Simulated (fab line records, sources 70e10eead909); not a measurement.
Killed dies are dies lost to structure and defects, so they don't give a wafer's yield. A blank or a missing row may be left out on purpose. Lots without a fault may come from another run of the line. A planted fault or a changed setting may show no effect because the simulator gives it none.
fab line records | flow nand_harc | part 1 of 2: steps 1 to 23 of 32
record lots=5 wafers=15 last_day=33
route steps=1302 shown P_CONTACT@235 P_M0@253
lots that met no fault: from a run of the same line without faults
start_h: hours from the record's first day to the start of the lot's first wafer shown | wait_h: hours since the lot's step before | " the same as in the row above | L1.1+2: a row that stands for several wafers | - no value, or no start given | * or withheld: withheld | < > ~ a bound
route shown NAME@n: a module of which the file shows steps, and the number in the route of the first | usual: mean/standard deviation of fault-free wafers | same: alike in all rows | chamber/n: place in a boat | sites: the reading at each site | _std_site: their standard deviation | _edge_site: outer sites' mean less inner sites' | radius_mm: how far each site lies from the wafer's centre | mask NAME#n: copy n | behind: the tool/chamber that last shaped the wafer | hold: why the lot was held/for how many hours/how that ended | device: the transistor (n, p or np) that didn't switch | end of line: the same wafers' tests at the end of the route | a step without rows: its recipe alone | killed: dies lost to structure and defects at the first sort, not the wafer's yield | map: a wafer's dies, x killed, . not, _ none there
set.NAME: the setting as run; set.NAME@STEP: as run at that earlier step | model.NAME: the simulator's own value behind a step, which no gauge read
lots at some steps of the route; a table a step, a row a wafer
services: from which hour (start_h, from the record's first day; less than 0 if before it) a tool's chamber was out of use, for how many hours, and why
## steps
# step NHARC_P_CONTACT_DESCUM_17
# recipe time_s=3 o2_flow_sccm=200 ar_flow_sccm=0 bias_power_w=0 chemistry=O2
# usual chamber_pressure_mTorr=60.00/0.055 drypump_motor_current_A=5.7/0.31 oes_product_au=0.999/0.0084 rf_vpp_V=57.7/0.87 showerhead_plenum_p_Torr=1.88/0.07 throttle_valve_pct=11.311/0.0092
# columns lot.wafer tool chamber start_h wait_h chamber_pressure_mTorr drypump_motor_current_A oes_product_au rf_hours_counter_h rf_vpp_V showerhead_plenum_p_Torr throttle_valve_pct
L080.4 rie_diel-13 0 176.89 0.1 60.05 6.0 1.006 0 57.8 1.92 11.308
L080.3 " 2 " " 60.02 5.6 0.997 0 57.2 1.81 11.306
L080.5 " 0 " " 60.09 6.0 1.018 - 57.8 1.92 11.321
L081.1 rie_diel-12 2 182.98 0.1 59.93 5.2 0.990 3.2 56.8 2.00 11.305
L081.4 " 3 " " 60.03 6.3 0.979 4.1 57.7 1.81 11.307
L081.6 " 0 " " 59.98 5.4 0.987 - 57.3 1.89 11.304
L090.2 rie_diel-03 1 273.86 0.1 60.01 5.6 0.998 5.2 57.5 1.86 11.289
L090.1 " 2 " " 60.07 6.0 0.995 4.2 57.9 1.90 11.310
L090.5 " 2 " " 60.02 6.0 1.004 - 59.0 1.90 11.293
L093.2 rie_diel-03 0 306.17 0.1 60.01 5.4 1.017 0.3 58.6 1.82 11.312
L093.4 " 3 " " 59.96 5.6 1.002 0.2 56.4 1.79 11.314
L093.5 " 1 " " 59.98 5.6 0.993 - 58.4 1.86 11.302
L095.4 rie_diel-13 0 338.24 0.1 59.91 6.0 1.009 4.2 57.4 1.91 11.307
L095.6 " 3 " " 59.99 6.0 0.998 - 60.0 1.98 11.314
L095.5 " 0 " " 59.97 6.0 1.008 - 57.9 1.91 11.314
# step NHARC_P_CONTACT_ETCH_35
# recipe target_depth_a=390 over_etch_frac=0.3 time_s=65 ion_energy_ev=80 cf4_flow_sccm=150 ar_flow_sccm=0 rf_w=300 bias_w=100 chemistry=CF4
# usual chamber_pressure_mTorr=50.00/0.047 drypump_motor_current_A=5.7/0.31 oes_product_au=1.000/0.0099 rf_vpp_V=151.0/1.1 showerhead_plenum_p_Torr=1.74/0.061 throttle_valve_pct=13.284/0.0086
# columns lot.wafer tool chamber start_h wait_h chamber_pressure_mTorr drypump_motor_current_A oes_product_au rf_hours_counter_h rf_vpp_V showerhead_plenum_p_Torr throttle_valve_pct
L080.3 rie_diel-13 1 176.96 0.1 49.97 5.7 0.993 0.0 152.5 1.77 13.272
L080.4 " 2 " " 50.01 5.6 0.994 0.0 149.3 1.68 13.286
L080.5 " 1 " " 50.11 5.7 0.996 - 151.4 1.77 13.293
L081.4 rie_diel-12 0 183.05 0.1 49.98 5.4 0.995 4.5 152.7 1.75 13.276
L081.1 " 2 " " 49.91 5.2 0.993 3.2 152.5 1.84 13.291
L081.6 " 3 " " 50.01 6.2 0.975 - 148.3 1.68 13.275
L090.2 rie_diel-03 1 273.95 0.1 49.96 5.6 0.989 5.2 150.9 1.72 13.286
L090.1 " 0 " " 50.05 5.4 1.004 5.4 152.3 1.69 13.278
L090.5 " 2 " " 49.99 6.0 0.998 - 150.8 1.76 13.298
L093.2 rie_diel-03 0 306.25 0.1 50.00 5.4 1.013 0.3 149.5 1.69 13.280
L093.4 " 2 " " 50.02 6.0 0.993 0.3 151.3 1.76 13.283
L093.5 " 1 " " 50.07 5.6 0.988 - 149.2 1.72 13.290
L095.4 rie_diel-13 3 338.33 0.1 49.97 6.0 1.015 4.0 150.7 1.83 13.281
L095.5 " 1 " " 50.07 5.7 1.001 - 150.4 1.77 13.280
L095.6 " 2 " " 49.91 5.6 1.007 - 149.9 1.68 13.292
# step NHARC_P_CONTACT_ETCH_36
# recipe target_depth_a=2600 over_etch_frac=0.25 time_s=406.25 ion_energy_ev=200 n2_flow_sccm=150 h2_flow_sccm=150 ar_flow_sccm=0 rf_w=400 bias_w=150 chemistry=N2/H2
# usual chamber_pressure_mTorr=30.001/0.028 drypump_motor_current_A=5.7/0.31 oes_product_au=1.001/0.0091 rf_vpp_V=429.7/2.3 showerhead_plenum_p_Torr=2.01/0.076 throttle_valve_pct=14.173/0.0089
# columns lot.wafer tool chamber start_h wait_h chamber_pressure_mTorr drypump_motor_current_A oes_product_au rf_hours_counter_h rf_vpp_V showerhead_plenum_p_Torr throttle_valve_pct
L080.3 rie_diel-13 1 - - 30.056 5.7 0.996 0.1 428.9 2.04 14.177
L080.4 " 3 " " 29.973 6.0 1.011 0.1 432.2 2.11 14.179
L080.5 " 1 " " 29.989 5.7 0.993 - 429.8 2.04 14.179
L081.1 rie_diel-12 0 - - 30.025 5.4 1.001 4.5 428.7 2.02 14.165
L081.4 " 2 " " 30.045 5.3 1.000 3.3 432.4 2.14 14.173
L081.6 " 0 " " 29.983 5.4 1.003 - 429.5 2.02 14.164
L090.2 rie_diel-03 3 - - 29.951 5.7 0.989 5.0 426.5 1.91 14.169
L090.1 " 0 " " 29.964 5.4 0.999 5.4 428.1 1.93 14.182
L090.5 " 0 " " 30.001 5.4 0.994 - 427.0 1.93 14.165
L093.2 rie_diel-03 1 - - 29.982 5.6 0.993 0.4 429.7 1.98 14.166
L093.4 " 2 " " 30.038 6.0 0.992 0.3 431.6 2.03 14.171
L093.5 " 2 " " 30.027 6.0 0.992 - 429.3 2.03 14.177
L095.4 rie_diel-13 2 - - 29.980 5.6 1.004 3.6 427.8 1.92 14.175
L095.6 " 1 " " 30.021 5.7 1.000 - 432.0 2.04 14.154
L095.5 " 2 " " 30.030 5.6 0.993 - 426.2 1.92 14.174
# step NHARC_P_CONTACT_ETCH_18
# recipe target_depth_a=4810 time_s=240.5 c4f8_flow_sccm=20 o2_flow_sccm=10 ar_flow_sccm=withheld rf_w=600 bias_w=1500 chemistry=C4F8/O2/Ar
# usual chamber_pressure_mTorr=24.999/0.025 oes_product_au=0.955/0.022 rf_vpp_V=976/5.1
# columns lot.wafer tool chamber start_h wait_h chamber_pressure_mTorr oes_product_au rf_hours_counter_h rf_vpp_V
L080.4 rie_diel-13 1 - - 25.004 0.972 0.3 977
L080.3 " 3 " " 25.025 0.962 0.2 981
L080.5 " 1 " " 24.991 0.974 - 978
L081.1 rie_diel-12 1 - - 24.993 0.944 3.4 984
L081.4 " 2 " " 24.990 0.933 3.4 983
L081.6 " 1 " " 24.966 0.949 - 984
L090.2 rie_diel-03 2 - - 25.021 0.960 4.4 977
L090.1 " 3 " " 24.965 0.968 5.2 969
L090.5 " 2 " " 24.972 0.959 - 977
L093.4 rie_diel-03 2 - - 24.994 0.969 0.5 978
L093.2 " 1 " " 25.011 0.951 0.6 974
L093.5 " 3 " " 24.996 0.974 - 970
L095.4 rie_diel-13 2 - - 25.026 0.967 3.8 971
L095.5 " 1 " " 24.999 0.972 - 979
L095.6 " 2 " " 25.024 0.976 - 972
# step NHARC_P_CONTACT_STRIP_37
# recipe c4f8_flow_sccm=withheld o2_flow_sccm=8 ar_flow_sccm=withheld bias_w=0 chemistry=C4F8/O2/Ar
# columns lot.wafer tool chamber start_h wait_h
L080.4+3+5 rie_diel-13 0,1,3 - -
L081.1+4+6 rie_diel-12 2,0,2 - -
L090.2+1+5 rie_diel-03 2,3,1 - -
L093.2+4+5 rie_diel-03 1,2,1 - -
L095.4+6+5 rie_diel-13 0,3,0 - -
# step NHARC_P_CONTACT_ETCH_31
# recipe target_depth_a=300 time_s=85.7 ion_energy_ev=120 over_etch_frac=1 ch3f_flow_sccm=50 o2_flow_sccm=30 ar_flow_sccm=200 rf_w=500 bias_w=100 chemistry=CH3F/O2
# usual chamber_pressure_mTorr=24.996/0.024 drypump_motor_current_A=5.7/0.31 oes_product_au=0.976/0.014 rf_vpp_V=243.8/1.5 showerhead_plenum_p_Torr=2.41/0.087 throttle_valve_pct=20.663/0.0084
# columns lot.wafer tool chamber start_h wait_h chamber_pressure_mTorr drypump_motor_current_A oes_product_au rf_hours_counter_h rf_vpp_V showerhead_plenum_p_Torr throttle_valve_pct
L080.3 rie_diel-13 2 - - 25.010 5.6 0.975 0.2 243.1 2.33 20.663
L080.4 " 0 " " 24.978 6.0 0.981 0.4 245.4 2.46 20.651
L080.5 " 2 " " 24.972 5.6 0.979 - 242.4 2.33 20.666
L081.4 rie_diel-12 2 - - 25.011 5.3 0.962 3.5 245.1 2.57 20.661
L081.1 " 3 " " 24.984 6.3 0.950 4.5 243.6 2.33 20.666
L081.6 " 2 " " 24.971 5.3 0.965 - 245.7 2.57 20.657
L090.1 rie_diel-03 3 - - 24.998 5.7 0.991 5.2 243.5 2.31 20.668
L090.2 " 0 " " 25.004 5.4 0.994 5.7 243.8 2.34 20.670
L090.5 " 3 " " 24.970 5.7 0.981 - 243.4 2.31 20.655
L093.4 rie_diel-03 2 - - 25.006 6.0 0.992 0.7 244.7 2.44 20.660
L093.2 " 1 " " 25.022 5.6 0.987 0.7 241.6 2.39 20.660
L093.5 " 2 " " 24.999 6.0 0.986 - 244.9 2.44 20.680
L095.4 rie_diel-13 2 - - 24.988 5.6 0.983 4.0 243.0 2.33 20.660
L095.5 " 2 " " 25.015 5.6 0.978 - 243.2 2.33 20.661
L095.6 " 3 " " 24.993 6.0 0.976 - 245.0 2.54 20.652
# step NHARC_P_CONTACT_CD_MEAS_19
# usual cd_nm=89.2/1.5
# columns lot.wafer tool chamber start_h wait_h cd_nm
L080.3 cd_sem-01 - 177.75 - 90.3
L080.4 " - " " 89.9
L080.5 " - " " 90.9
L081.1 cd_sem-03 - 183.83 - 87.4
L081.4 " - " " 87.2
L081.6 " - " " 88.4
L090.1 cd_sem-02 - 274.73 - 90.0
L090.2 " - " " 89.6
L090.5 " - " " 91.9
L093.2 cd_sem-03 - 307.05 - 88.9
L093.4 " - " " 88.8
L093.5 " - " " 88.1
L095.4 cd_sem-01 - 339.11 - 90.2
L095.5 " - " " 91.9
L095.6 " - " " 90.1
# step NHARC_P_CONTACT_STRIP_28
# recipe o2_flow_sccm=500 ar_flow_sccm=0 bias_w=0 chemistry=O2
# usual chamber_pressure_mTorr=60.00/0.057 drypump_motor_current_A=5.7/0.37 oes_product_au=0.997/0.01 rf_vpp_V=57.8/0.79 showerhead_plenum_p_Torr=3.51/0.13 throttle_valve_pct=17.036/0.0095
# columns lot.wafer tool chamber start_h wait_h chamber_pressure_mTorr drypump_motor_current_A oes_product_au rf_hours_counter_h rf_vpp_V showerhead_plenum_p_Torr throttle_valve_pct
L080.3 rie_diel-12 0 177.82 0.1 60.08 5.4 0.996 4.4 57.8 3.50 17.044
L080.4 " 2 " " 60.02 5.2 0.989 3.2 59.4 3.68 17.028
L080.5 " 1 " " 60.00 5.2 1.008 - 58.2 3.69 17.035
L081.4 rie_diel-13 0 183.91 0.1 59.98 6.0 1.004 0.5 58.8 3.53 17.005
L081.1 " 1 " " 59.98 5.7 0.999 0.5 58.2 3.53 17.037
L081.6 " 1 " " 60.10 5.7 1.005 - 57.1 3.53 17.025
L090.2 rie_diel-03 2 274.81 0.1 59.98 6.0 1.004 4.5 57.8 3.51 17.036
L090.1 " 0 " " 60.04 5.4 1.004 5.7 57.3 3.36 17.046
L090.5 " 2 " " 60.06 6.0 1.000 - 58.5 3.51 17.045
L093.4 rie_diel-13 3 307.13 0.1 60.00 6.0 1.008 3.4 58.3 3.64 17.033
L093.2 " 1 " " 60.00 5.7 1.001 3.2 58.1 3.53 17.042
L093.5 " 2 " " 60.04 5.6 1.002 - 57.1 3.34 17.050
L095.4 rie_diel-13 1 339.21 0.1 60.00 5.7 1.000 4.2 57.6 3.52 17.041
L095.6 " 3 " " 59.94 6.0 1.004 - 57.6 3.64 17.018
L095.5 " 0 " " 60.02 6.0 1.014 - 58.0 3.53 17.029
# step NHARC_P_CONTACT_STRIP_29
# recipe time_s=1200 temp_c=72.5 chemistry=post_etch_residue_remover
# columns lot.wafer tool chamber start_h wait_h
L080.4+3+5 wet_bench-07 3,6,7 178.02 -
L081.4+1+6 wet_bench-03 3,4,5 184.10 -
L090.1+2+5 wet_bench-03 1,4,6 274.99 -
L093.5+2+4 wet_bench-03 7,2,3 307.31 -
L095.4+5+6 wet_bench-03 6,7,0 339.36 -
# step NHARC_P_CONTACT_DEGAS_38
# recipe temp_c=300 time_s=60
# usual heater_power_w=459/38
# columns lot.wafer tool chamber start_h wait_h heater_power_w
L080.3 pvd_sputter-01 - 178.47 - 413
L080.4 " - " " 400
L080.5 " - " " 414
L081.1 pvd_sputter-03 - 184.55 - 462
L081.4 " - " " 486
L081.6 " - " " 454
L090.1 pvd_sputter-01 - 275.44 - 411
L090.2 " - " " 429
L090.5 " - " " 511
L093.4 pvd_sputter-03 - 307.76 - 483
L093.2 " - " " 447
L093.5 " - " " 473
L095.4 pvd_sputter-02 - 339.83 - 483
L095.6 " - " " 477
L095.5 " - " " 428
# step NHARC_P_CONTACT_PRE_CLEAN_39
# recipe time_s=19.5 bias_v=250 gas=Ar
# columns lot.wafer tool chamber start_h wait_h
L080.4+3+5 pvd_sputter-01 - - -
L081.1+4+6 pvd_sputter-03 - - -
L090.2+1+5 pvd_sputter-01 - - -
L093.2+4+5 pvd_sputter-03 - - -
L095.4+6+5 pvd_sputter-02 - - -
# step NHARC_P_CONTACT_PVD_32
# recipe target_thk_a=50 chamber_pressure_pa=5 power_w=5000 substrate_temp_c=200 time_s=17.7 material=Ti
# usual throttle_valve_pct=30.2/1.2
# columns lot.wafer tool chamber start_h wait_h throttle_valve_pct
L080.3 pvd_sputter-01 - - - 28.7
L080.4 " - " " 31.3
L080.5 " - " " 29.0
L081.4 pvd_sputter-03 - - - 29.8
L081.1 " - " " 31.0
L081.6 " - " " 31.3
L090.1 pvd_sputter-01 - - - 28.4
L090.2 " - " " 29.2
L090.5 " - " " 28.3
L093.2 pvd_sputter-03 - - - 31.6
L093.4 " - " " 29.9
L093.5 " - " " 31.3
L095.4 pvd_sputter-02 - - - 31.5
L095.6 " - " " 30.8
L095.5 " - " " 31.0
# step NHARC_P_CONTACT_ALD_22
# recipe target_thk_a=30 pulse_time_s=1 ald_cycles=150 temp_c=450 material=TiN
# usual heater_power_w=1054/94 precursor_pulse_height_rel=0.999/0.02
# columns lot.wafer tool chamber start_h wait_h heater_power_w precursor_pulse_height_rel
L080.4 ald_metal-04 2 178.72 - 1083 1.009
L080.3 " 3 " " 950 1.005
L080.5 " 1 " " 998 0.996
L081.1 ald_metal-04 2 184.81 - 1075 1.012
L081.4 " 0 " " 949 0.961
L081.6 " 1 " " 998 0.988
L090.1 ald_metal-04 2 275.69 - 1083 0.994
L090.2 " 0 " " 954 1.003
L090.5 " 0 " " 967 0.980
L093.2 ald_metal-01 1 308.00 - 1134 1.013
L093.4 " 2 " " 958 1.000
L093.5 " 2 " " 953 1.003
L095.4 ald_metal-01 2 340.11 - 969 0.979
L095.5 " 3 " " 1298 0.988
L095.6 " 0 " " 1072 0.962
# step NHARC_P_CONTACT_CVD_23
# recipe target_thk_a=2000 temp_c=300 pressure_torr=40 wf6_flow_sccm=40 h2_flow_sccm=1600 ar_flow_sccm=1560 time_s=557 material=W
# usual heater_power_w=454/31 mfc_wf6_sccm=40.03/0.12 throttle_valve_pct=7.9/0.34
# columns lot.wafer tool chamber start_h wait_h heater_power_w mfc_wf6_sccm throttle_valve_pct
L080.3 cvd_w-01 1 - - 439 40.20 7.7
L080.4 " 0 " " 518 40.18 7.6
L080.5 " 0 " " 529 40.02 7.7
L081.1 cvd_w-01 0 - - 514 40.04 7.2
L081.4 " 0 " " 517 39.93 7.6
L081.6 " 1 " " 435 39.96 8.0
L090.1 cvd_w-01 1 - - 439 40.01 8.3
L090.2 " 0 " " 492 40.57 7.9
L090.5 " 1 " " 436 40.20 7.8
L093.2 cvd_w-01 1 - - 445 40.03 8.0
L093.4 " 1 " " 450 39.94 8.0
L093.5 " 0 " " 503 39.93 7.6
L095.4 cvd_w-02 1 - - 424 40.00 7.7
L095.5 " 0 " " 462 40.10 8.2
L095.6 " 1 " " 427 40.05 7.6
# step NHARC_P_CONTACT_CMP_24
# recipe t_overpolish_s=30 target_thk_nm=200
# usual motor_current_A=11.8/1.6 overpolish_run_s=30.000/0.0092 time_to_endpoint_s=40.1/2.7
# columns lot.wafer tool chamber start_h wait_h motor_current_A overpolish_run_s time_to_endpoint_s
L080.4 cmp-04 1 179.58 0.3 10.3 30.002 38.5
L080.3 " 2 " " 10.4 29.996 42.9
L080.5 " 0 " " 13.0 30.002 40.0
L081.4 cmp-02 0 185.69 0.3 11.1 30.015 38.8
L081.1 " 1 " " 10.4 30.000 42.3
L081.6 " 2 " " 12.0 29.989 42.3
L090.2 cmp-01 3 276.68 0.5 11.4 29.986 42.5
L090.1 " 1 " " 12.0 30.014 49.1
L090.5 " 3 " " 10.6 29.995 44.4
L093.4 cmp-02 3 308.88 0.3 13.6 30.000 37.2
L093.2 " 0 " " 11.1 29.988 40.3
L093.5 " 3 " " 13.0 29.994 35.4
L095.4 cmp-02 0 340.90 0.3 10.9 29.997 41.3
L095.6 " 0 " " 11.1 29.991 39.0
L095.5 " 1 " " 10.3 29.987 39.6
# step NHARC_P_CONTACT_SRD_26
# columns lot.wafer tool chamber start_h wait_h
L080.4+3+5 wet_bench-03 4,5,0 179.87 0.0
L081.4+1+6 wet_bench-07 0,1,2 185.99 0.1
L090.2+1+5 wet_bench-07 1,4,5 276.98 0.0
L093.2+5+4 wet_bench-07 1,2,3 309.19 0.1
L095.4+5+6 wet_bench-04 7,0,1 341.23 0.0
# step NHARC_P_CONTACT_INSPECT_27
# usual raw_defect_count=308/140
# columns lot.wafer tool chamber start_h wait_h raw_defect_count
L080.3 defect_inspect-01 - 179.95 0.1 285
L080.4 " - " " 336
L080.5 " - " " 365
L081.1 defect_inspect-02 - 186.07 0.1 270
L081.4 " - " " 412
L081.6 " - " " 468
L090.1 defect_inspect-01 - 277.09 0.1 705
L090.2 " - " " 496
L090.5 " - " " 389
L093.2 defect_inspect-01 - 309.26 0.1 169
L093.4 " - " " 154
L093.5 " - " " 220
L095.4 defect_inspect-01 - 341.30 0.1 384
L095.5 " - " " 386
L095.6 " - " " 534
# step NHARC_P_M0_DEP_00
# recipe target_thk_a=1500 target_thk_nm=150 temp_c=withheld pressure_torr=5 flow_sccm=200 rf_w=600 material=SiOC
# usual showerhead_vpp_V=1535/66
# columns lot.wafer tool chamber start_h wait_h showerhead_vpp_V
L080.3 pecvd-04 0 180.07 0.1 1496
L080.4 " 0 " " 1501
L080.5 " 1 " " 1549
L081.1 pecvd-01 1 186.18 0.1 1477
L081.6 " 0 " " 1579
L081.4 " 1 " " 1472
L090.2 pecvd-02 2 277.20 0.1 1440
L090.1 " 0 " " 1539
L090.5 " 0 " " 1569
L093.2 pecvd-02 2 309.32 0.1 1439
L093.4 " 2 " " 1437
L093.5 " 0 " " 1556
L095.5 pecvd-04 1 341.51 0.2 1552
L095.6 " 2 " " 1500
L095.4 " 0 " " 1490
# step NHARC_P_M0_DEHYDRATE_01
# recipe temp_c=150 time_s=120
# columns lot.wafer tool chamber start_h wait_h
L080.3+4+5 litho_track-01 0 180.43 -
L081.1+4+6 litho_track-06 0 186.54 -
L090.1+2+5 litho_track-04 0 277.56 -
L093.2+4+5 litho_track-04 0 309.73 -
L095.4+5+6 litho_track-06 0 341.78 -
# step NHARC_P_M0_HMDS_02
# recipe time_s=30
# columns lot.wafer tool chamber start_h wait_h
L080.3+4+5 litho_track-01 0 - -
L081.1+4+6 litho_track-06 0 - -
L090.1+2+5 litho_track-04 0 - -
L093.2+4+5 litho_track-04 0 - -
L095.4+5+6 litho_track-06 0 - -
# step NHARC_P_M0_COAT_33
# recipe temp_c=200 time_s=65
# columns lot.wafer tool chamber start_h wait_h
L080.3+4+5 litho_track-01 0 - -
L081.1+4+6 litho_track-06 0 - -
L090.1+2+5 litho_track-04 0 - -
L093.2+4+5 litho_track-04 0 - -
L095.4+5+6 litho_track-06 0 - -
# step NHARC_P_M0_COAT_03
# recipe spin_rpm=1500 resist_thk_nm=90
# columns lot.wafer tool chamber start_h wait_h
L080.3+4+5 litho_track-01 0 - -
L081.1+4+6 litho_track-06 0 - -
L090.1+2+5 litho_track-04 0 - -
L093.2+4+5 litho_track-04 0 - -
L095.4+5+6 litho_track-06 0 - -
# step NHARC_P_M0_SOFTBAKE_04
# recipe temp_c=105 time_s=55
# columns lot.wafer tool chamber start_h wait_h
L080.3+4+5 litho_track-01 0 - -
L081.1+4+6 litho_track-06 0 - -
L090.1+2+5 litho_track-04 0 - -
L093.2+4+5 litho_track-04 0 - -
L095.4+5+6 litho_track-06 0 - -
